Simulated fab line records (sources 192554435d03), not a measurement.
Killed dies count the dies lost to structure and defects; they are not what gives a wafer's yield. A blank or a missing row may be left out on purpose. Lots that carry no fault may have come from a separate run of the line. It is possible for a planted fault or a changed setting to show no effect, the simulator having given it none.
Matching of chambers :: flow n5-finfet :: pecvd-02 running N5_BEOL_M6_DEP_56: 3 sister chambers
The step deposits SiCN from 3MS/NH3, target thk 10 nm, time 17.5 s. 3 wafers are shown with their chamber, then 10 later ones without.

== WAFERS WITH THEIR CHAMBER ==
wafer: L093.2
chamber: 0
throttle-valve-pct (%): 8.91

wafer: L090.4
chamber: 1
throttle-valve-pct (%): 9.01

wafer: L090.5
chamber: 2
throttle-valve-pct (%): 8.86

== WAFERS WITHOUT THEIR CHAMBER ==
wafer: L090.6
throttle-valve-pct (%): 9.12

wafer: L092.4
throttle-valve-pct (%): 8.54

wafer: L092.5
throttle-valve-pct (%): 8.92

wafer: L092.6
throttle-valve-pct (%): 8.92

wafer: L094.1
throttle-valve-pct (%): 9.23

wafer: L094.2
throttle-valve-pct (%): 8.89

wafer: L094.3
throttle-valve-pct (%): 8.85

wafer: L097.1
throttle-valve-pct (%): 8.66

wafer: L097.3
throttle-valve-pct (%): 9.04

wafer: L097.5
throttle-valve-pct (%): 8.99

== WHICH CHAMBER EACH ONE RAN IN ==
wafer: L090.6
from the rows above: can't be placed: 1 or 0 or 2
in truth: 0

wafer: L092.4
from the rows above: can't be placed: 2 or 0 or 1
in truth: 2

wafer: L092.5
from the rows above: can't be placed: 0 or 2 or 1
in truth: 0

wafer: L092.6
from the rows above: can't be placed: 0 or 2 or 1
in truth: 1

wafer: L094.1
from the rows above: can't be placed: 1 or 0 or 2
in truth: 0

wafer: L094.2
from the rows above: can't be placed: 0 or 2 or 1
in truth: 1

wafer: L094.3
from the rows above: can't be placed: 2 or 0 or 1
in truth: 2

wafer: L097.1
from the rows above: can't be placed: 2 or 0 or 1
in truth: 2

wafer: L097.3
from the rows above: can't be placed: 1 or 0 or 2
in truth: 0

wafer: L097.5
from the rows above: can't be placed: 1 or 0 or 2
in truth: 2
0 of 10 placed correctly. Can't be placed from these rows: 10 (the true chamber is among the candidates in 10). Placed wrongly: 0.
How it was worked out, from the rows above alone: a wafer's distance from a chamber is the root of the sum, over the readings, of the square of ((its reading less the chamber's mean) divided by the reading's scatter). If the next closest chamber is less than 2 further off than the closest, the wafer can't be placed; otherwise it belongs to the closest. Each chamber's mean is taken over the wafers shown for it. The scatter: with one shown wafer a chamber, the root of the mean of the squares of how far each hidden wafer lies from its nearest shown one.
